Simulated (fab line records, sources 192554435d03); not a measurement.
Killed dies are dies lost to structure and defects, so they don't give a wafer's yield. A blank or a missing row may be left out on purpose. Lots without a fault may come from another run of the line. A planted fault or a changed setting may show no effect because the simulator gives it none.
Which tool did it? | flow n5_finfet | 13 lots, 35 wafers sampled, at 4 steps of a route of 1938

WHAT THE GAUGES READ, wafer by wafer
The record holds no reading of a measuring or inspecting step that can be judged against a usual standard deviation.

WHICH TOOL RAN EACH LOT (tool, then ch and the chambers of the sampled wafers, then the start)
lot  | N5_BEOL_M3_SPUTTER_86        | N5_MIM_TOP_DEGAS_04          | N5_PASSIVATION_PASS_ETCH_47        | N5_PASSIVATION_PROBE_49
L612 | pvd_sputter-01, day 7 18:26  | pvd_sputter-02, day 12 08:41 | rie_diel-01 ch 0,3, day 12 18:58   | -
L614 | pvd_sputter-02, day 8 02:28  | pvd_sputter-02, day 12 21:20 | rie_diel-02 ch 0,1,2, day 13 04:22 | -
L613 | pvd_sputter-03, day 8 05:16  | pvd_sputter-01, day 12 22:01 | rie_diel-01 ch 1,2,3, day 13 05:21 | -
L616 | pvd_sputter-03, day 8 09:50  | pvd_sputter-01, day 13 01:50 | rie_diel-02 ch 0,3, day 13 08:30   | -
L618 | pvd_sputter-02, day 9 04:22  | pvd_sputter-02, day 13 19:05 | rie_diel-01 ch 0,3, day 14 02:24   | -
L617 | pvd_sputter-03, day 9 08:53  | pvd_sputter-02, day 14 02:37 | rie_diel-01 ch 0,1, day 14 10:07   | -
L621 | pvd_sputter-03, day 9 22:33  | pvd_sputter-03, day 14 18:31 | rie_diel-02 ch 0,2,3, day 15 05:34 | -
L620 | pvd_sputter-01, day 10 03:04 | pvd_sputter-03, day 14 19:30 | rie_diel-01 ch 0,1,3, day 15 05:05 | -
L624 | pvd_sputter-03, day 10 16:05 | pvd_sputter-02, day 15 01:15 | rie_diel-01 ch 2,3, day 15 08:22   | -
L626 | pvd_sputter-03, day 11 08:58 | pvd_sputter-02, day 16 09:10 | rie_diel-01 ch 0,1,2, day 16 17:52 | prober-02, day 16 20:53
L627 | pvd_sputter-03, day 11 13:37 | pvd_sputter-02, day 16 10:23 | rie_diel-01 ch 0,2,3, day 16 18:28 | prober-02, day 16 21:28
L628 | pvd_sputter-01, day 11 13:46 | pvd_sputter-03, day 16 23:47 | rie_diel-02 ch 0,1,2, day 17 07:08 | -
L635 | pvd_sputter-02, day 13 13:41 | pvd_sputter-03, day 19 00:01 | rie_diel-04 ch 2,3, day 19 07:22   | -
- N5_BEOL_M3_SPUTTER_86: material Cu, target thk 4.5 nm, time 8.29 s.
- N5_MIM_TOP_DEGAS_04: time 60 s.
- N5_PASSIVATION_PASS_ETCH_47: etches SiNx in CF4/O2, target depth 770 nm, time 385 s.
- N5_PASSIVATION_PROBE_49

WHAT THE TOOLS THEMSELVES READ (means of the sampled wafers that have a number; where no wafer has one, the mark that the record gives instead)
N5_BEOL_M3_SPUTTER_86. Usual: substrate_temp_c -20.00 C, standard deviation 0.11; throttle_valve_pct 30.1 %, standard deviation 0.91.
lot  | tool           | substrate_temp_c (C) | throttle_valve_pct (%) | flag
L612 | pvd_sputter-01 | -19.99               | 29.8                   |
L614 | pvd_sputter-02 | -20.05               | 30.4                   |
L613 | pvd_sputter-03 | -19.97               | 30.2                   |
L616 | pvd_sputter-03 | -19.97               | 30.3                   |
L618 | pvd_sputter-02 | -20.01               | 30.9                   |
L617 | pvd_sputter-03 | -19.97               | 30.4                   |
L621 | pvd_sputter-03 | -19.95               | 30.7                   |
L620 | pvd_sputter-01 | -19.96               | 29.5                   |
L624 | pvd_sputter-03 | -19.92               | 30.4                   |
L626 | pvd_sputter-03 | -20.01               | 30.5                   |
L627 | pvd_sputter-03 | -20.05               | 30.5                   |
L628 | pvd_sputter-01 | -20.01               | 29.5                   |
L635 | pvd_sputter-02 | -19.92               | 29.6                   |

N5_MIM_TOP_DEGAS_04. Usual: heater_power_w 469 W, standard deviation 45.
lot  | tool           | heater_power_w (W) | flag
L612 | pvd_sputter-02 | 507                |
L614 | pvd_sputter-02 | 469                |
L613 | pvd_sputter-01 | 421                |
L616 | pvd_sputter-01 | 440                |
L618 | pvd_sputter-02 | 460                |
L617 | pvd_sputter-02 | 446                |
L621 | pvd_sputter-03 | 440                |
L620 | pvd_sputter-03 | 417                |
L624 | pvd_sputter-02 | 442                |
L626 | pvd_sputter-02 | 513                |
L627 | pvd_sputter-02 | 479                |
L628 | pvd_sputter-03 | 413                |
L635 | pvd_sputter-03 | 474                |

N5_PASSIVATION_PASS_ETCH_47. Usual: drypump_motor_current_A 5.6 A, standard deviation 0.42; oes_product_au 0.75 a.u., standard deviation 0.046; rf_vpp_V 241 V, standard deviation 8.7; showerhead_plenum_p_Torr 2.17 Torr, standard deviation 0.068; throttle_valve_pct 15.92 %, standard deviation 0.17.
lot  | tool        | drypump_motor_current_A (A) | oes_product_au (a.u.) | rf_vpp_V (V) | showerhead_plenum_p_Torr (Torr) | throttle_valve_pct (%) | flag
L612 | rie_diel-01 | 5.9                         | 0.73                  | 235          | 2.12                            | 16.10                  |
L614 | rie_diel-02 | 5.7                         | 0.74                  | 244          | 2.20                            | 15.88                  |
L613 | rie_diel-01 | 5.6                         | 0.75                  | 244          | 2.15                            | 15.88                  |
L616 | rie_diel-02 | 5.6                         | 0.78                  | 247          | 2.16                            | 15.93                  |
L618 | rie_diel-01 | 5.8                         | 0.72                  | 239          | 2.12                            | 16.13                  |
L617 | rie_diel-01 | 6.0                         | 0.74                  | 237          | 2.12                            | 15.96                  |
L621 | rie_diel-02 | 5.6                         | 0.75                  | 243          | 2.21                            | 15.94                  |
L620 | rie_diel-01 | 5.8                         | 0.73                  | 241          | 2.12                            | 16.04                  |
L624 | rie_diel-01 | 5.5                         | 0.72                  | 242          | 2.16                            | 15.97                  |
L626 | rie_diel-01 | 5.8                         | 0.73                  | 236          | 2.13                            | 15.92                  |
L627 | rie_diel-01 | 5.8                         | 0.72                  | 237          | 2.13                            | 16.05                  |
L628 | rie_diel-02 | 5.7                         | 0.71                  | 244          | 2.19                            | 15.95                  |
L635 | rie_diel-04 | 5.3                         | 0.84                  | 236          | 2.24                            | 15.81                  |

N5_PASSIVATION_PROBE_49. Usual: defect_limited_yield 91.1 %, standard deviation 1.4; killed_at_M0_to_M3 34, standard deviation 11; killed_at_M4_up 14, standard deviation 5.6; killed_at_contacts 13, standard deviation 5.9; killed_at_front_end 40, standard deviation 11; killed_at_other 4, standard deviation 3.1; killed_dies 105, standard deviation 16; killed_open 68, standard deviation 11; killed_short 34, standard deviation 8.4; sort_bin_5_function 5.2 %, standard deviation 0.86; sort_bin_6_memory 3.2 %, standard deviation 0.7; sort_bin_8_speed 0.1 %, standard deviation 1.1; sort_n_pass 1074, standard deviation 21; sort_yield_pct 91.0 %, standard deviation 1.8.
lot  | tool      | defect_limited_yield (%) | killed_at_M0_to_M3 | killed_at_M4_up | killed_at_contacts | killed_at_front_end | killed_at_other | killed_dies | killed_open | killed_short | sort_bin_5_function (%) | sort_bin_6_memory (%) | sort_bin_8_speed (%) | sort_n_pass | sort_yield_pct (%) | flag
L626 | prober-02 | 83.9                     | 122                | 12              | 10                 | 38                  | 8               | 190         | 65          | 37           | 10.2                    | 4.2                   | 0.0                  | 990         | 83.9               | OFF
L627 | prober-02 | 84.9                     | 118                | 11              | 10                 | 38                  | 1               | 178         | 61          | 31           | 9.3                     | 4.3                   | 0.0                  | 1002        | 84.9               | OFF

THE ANSWER, worked out from the rows above alone
Rule: a lot is off if the mean of its wafers that have a number lies more than 3 standard deviations from the usual mean. A lot without any number at a reading at which 4 lots or more have one is off too. The other lots that the step has rows for count as sound. The gauges are gone through in route order, then the tools' own readings, and for those a lot's mean is taken as printed above. The first step at which some lot is off is used, and at that step the reading that is off furthest; a lot without a number counts as furthest.
Off: L626, L627, at N5_PASSIVATION_PROBE_49 (killed_at_M0_to_M3). Neither off nor sound, because the step has no rows for them: L612, L614, L613, L616, L618, L617, L621, L620, L624, L628, L635.
A tool fits if, at that step or a process step before it, it ran every lot that is off, and no sound lot after the first of them. Can't be told from this: 4 tools fit, pvd_sputter-03 at N5_BEOL_M3_SPUTTER_86, pvd_sputter-02 at N5_MIM_TOP_DEGAS_04, rie_diel-01 at N5_PASSIVATION_PASS_ETCH_47, prober-02 at N5_PASSIVATION_PROBE_49.

WHAT THE SIMULATOR HAD PUT IN
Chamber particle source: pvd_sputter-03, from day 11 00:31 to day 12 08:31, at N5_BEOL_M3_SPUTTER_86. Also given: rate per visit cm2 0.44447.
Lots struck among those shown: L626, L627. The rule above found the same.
